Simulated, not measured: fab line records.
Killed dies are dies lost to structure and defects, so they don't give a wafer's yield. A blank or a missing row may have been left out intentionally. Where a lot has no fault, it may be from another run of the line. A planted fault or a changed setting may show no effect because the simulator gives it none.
Comparing a struck lot with a sound one + flow n5 finfet + 36 steps out of a route of 1938
Sound: these wafers, L757.2, L757.4, L757.5. Struck: wafer L762.3 (left out: L762.4, a lot-mate that was not struck); the cause follows at the end.
At each step with rows: each side's tool, then ch and its chambers, then its first start. Under that, the readings that differ: sound wafers + struck wafers + difference of the means + sigmas: that difference in standard deviations of wafers without a fault.
alike: readings whose means differ by less than 2 such deviations, and words and numbers that are the same on both sides. not compared: withheld readings, readings that some wafer has no value for, bounds like >300 that may hide the same value, and numbers for which the record gives no deviation and whose values overlap.
Wherever a step has rows on one side only, a row that says differs or no value, or a row with sigmas, the two part there. When numbers do not overlap yet have no deviation, they are printed without sigmas and do not part them. Lack of a reading on every wafer of one side parts them only where that side has two or more wafers.

first, 9 steps without rows for these wafers: N5_BEOL_M4_ANNEAL_95 (time 240 s); N5_BEOL_M4_SPUTTER_96 (material Cu, target thk 4.5 nm, time 8.29 s); N5_BEOL_M4_ECD_50 (material Cu, target thk 300 nm); N5_BEOL_M4_ANNEAL_51 (time 90 s); N5_BEOL_M4_CMP_52 (polishes, stops on SiOC, t overpolish 6.8 s, target thk 40 nm); N5_BEOL_M4_PRE_CLEAN_60 (time 15 s); N5_BEOL_M4_CO_CAP_55 (material Co, precursor CCTBA/H2, target thk 2 nm, time 102.1 s); N5_BEOL_M4_PRE_CLEAN_56 (time 15 s); N5_BEOL_M4_DEP_57 (deposits SiCN from 3MS/NH3, target thk 8 nm, time 14 s).
N5_BEOL_M4_RC_MEAS_101:
  sound on prober-02 ch 0, day 13 19:08; struck on prober-01 ch 0, day 15 17:44
  alike: DIBL_N, DIBL_P, IOFF_N, IOFF_P, ION_N, ION_P, SS_N, SS_P, VT_N, VT_P
then, 24 steps without rows for these wafers: N5_BEOL_M5_ILD_DEP_00 (deposits SiCOH lowk from DEMS/porogen, target thk 140.64 nm, time 25.9 s); N5_BEOL_M5_CURE_79 (cures SiCOH lowk, time 240 s); N5_BEOL_M5_PECVD_70 (deposits SiO2 from TEOS/O2, target thk 16 nm, time 18 s); N5_BEOL_M5_HM_DEP_02 (deposits TiN, target thk 20 nm); N5_BEOL_M5_COAT_59 (time 60 s, resist thk 60 nm); N5_BEOL_M5_COAT_60 (time 60 s, resist thk 12 nm); N5_BEOL_M5_COAT_71 (time 60 s, resist thk 5 nm); N5_BEOL_M5_COAT_05 (resist thk 30 nm); N5_BEOL_M5_EBR_07; N5_BEOL_M5_SOFTBAKE_06 (time 60 s); N5_BEOL_M5_EXPOSE_08 (exposes mask M5, target cd 28 nm); N5_BEOL_M5_PEB_09 (peb time 60 s); N5_BEOL_M5_DEVELOP_10 (develop time 30 s); N5_BEOL_M5_DESCUM_16 (chemistry O2, time 7 s); N5_BEOL_M5_ETCH_72 (etches underlayer in N2/H2, target depth 6.5 nm, time 5.2 s); N5_BEOL_M5_ETCH_61 (etches SiARC in CF4, target depth 15.6 nm, time 26 s); N5_BEOL_M5_ETCH_62 (etches SOC in N2/H2, target depth 75 nm, overetch 15 nm, time 112.5 s); N5_BEOL_M5_STRIP_63 (strips in N2/H2); N5_BEOL_M5_STRIP_73 (strips in N2/H2); N5_BEOL_M5_STRIP_64 (strips in CF4); N5_BEOL_M5_HM_OPEN_17 (chemistry Cl2/BCl3, target TiN, target depth 20 nm, overetch 6 nm); N5_BEOL_M5_STRIP_19 (strips in O2); N5_BEOL_M5_COAT_65 (time 60 s, resist thk 60 nm); N5_BEOL_M5_COAT_66 (time 60 s, resist thk 12 nm).
-- here the record skips 4 days between the struck wafers' starts before and after, leaving off in module BEOL_M5 and picking up in module BEOL_M15 (first step shown: number 1821 of the route) --
N5_BEOL_M15_SPUTTER_45: material Cu, target thk 100 nm, time 16.67 s.
  sound on pvd sputter-02, day 17 14:53; struck on pvd sputter-02, day 19 06:27
  alike: cathode dc power W, chuck gas flow sccm, throttle valve pct
N5_PASSIVATION_PROBE_49:
  record: rows for the struck wafers here (prober-01, day 19 22:34), none for the sound ones

== WHERE THEY PART ==
At N5_PASSIVATION_PROBE_49 and nowhere else, as far as this record goes.

WHY: what had been put in by the simulator
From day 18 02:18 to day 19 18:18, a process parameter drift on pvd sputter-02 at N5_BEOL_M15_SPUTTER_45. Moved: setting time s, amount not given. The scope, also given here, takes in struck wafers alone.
